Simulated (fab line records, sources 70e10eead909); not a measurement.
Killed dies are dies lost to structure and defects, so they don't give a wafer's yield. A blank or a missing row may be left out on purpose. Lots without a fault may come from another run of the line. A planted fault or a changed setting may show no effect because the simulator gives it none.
Chamber matching | flow nand_harc | NHARC_A_BLC_ALD_23 on ald_metal-01: 4 sister chambers
The step deposits TiN, target thk 3 nm, pulse time 1 s, ald cycles 150. 14 wafers are shown with their chamber, then 7 later ones without.

WAFERS WITH THEIR CHAMBER
wafer  | chamber | heater_power_outer_w (W) | heater_power_w (W) | precursor_pulse_height_rel
L677.1 | 3       | 791                      | 1197               | 0.994
L677.4 | 0       | 635                      | 949                | 1.028
L677.5 | 1       | 768                      | 1066               | 1.033
L679.1 | 3       | 799                      | 1165               | 0.998
L679.2 | 0       | 627                      | 943                | 0.995
L679.3 | 2       | 682                      | 1058               | 0.991
L682.3 | 2       | 681                      | 1100               | 0.997
L682.4 | 0       | 605                      | 966                | 1.004
L682.6 | 0       | 627                      | 969                | 1.002
L693.2 | 0       | 614                      | 932                | 1.003
L693.5 | 1       | 821                      | 1168               | 1.017
L693.6 | 0       | 591                      | 941                | 0.973
L696.1 | 0       | 612                      | 930                | 0.980
L696.4 | 1       | 817                      | 1141               | 1.037

SIGNATURES (means of the wafers above)
reading                    | chamber 0 | chamber 1 | chamber 2 | chamber 3 | scatter within a chamber
heater_power_outer_w       | 615.86    | 802.00    | 681.50    | 795.00    | 17.7
heater_power_w             | 947.14    | 1125.00   | 1079.00   | 1181.00   | 29
precursor_pulse_height_rel | 0.99786   | 1.02900   | 0.99400   | 0.99600   | 0.0148
Rule: a wafer's distance from a chamber is the root of the sum, over the readings, of the square of ((its reading less the chamber's mean) divided by the reading's scatter). The wafer belongs to the nearest chamber; if the next one is less than 2 further off, it can't be placed. The scatter: the root of (the sum of the squares of (reading less its chamber's mean) over the shown wafers, divided by (wafers less chambers)).

WAFERS WITHOUT THEIR CHAMBER
wafer  | heater_power_outer_w (W) | heater_power_w (W) | precursor_pulse_height_rel
L696.6 | 687                      | 1068               | 1.019
L697.3 | 682                      | 1073               | 1.009
L697.5 | 617                      | 919                | 1.020
L697.6 | 812                      | 1190               | 0.976
L699.2 | 609                      | 920                | 1.006
L699.3 | 752                      | 1111               | 1.019
L699.4 | 700                      | 1073               | 0.992

WHICH CHAMBER EACH WENT THROUGH
wafer  | from the rows above          | in truth
L696.6 | 2                            | 2
L697.3 | 2                            | 2
L697.5 | 0                            | 0
L697.6 | 3                            | 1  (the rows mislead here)
L699.2 | 0                            | 0
L699.3 | can't be placed: 1 or 3 or 2 | 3
L699.4 | 2                            | 2
Placed correctly: 5 of 7. Can't be placed from these rows: 1 (the true chamber is among the candidates in 1). Placed wrongly: 1.
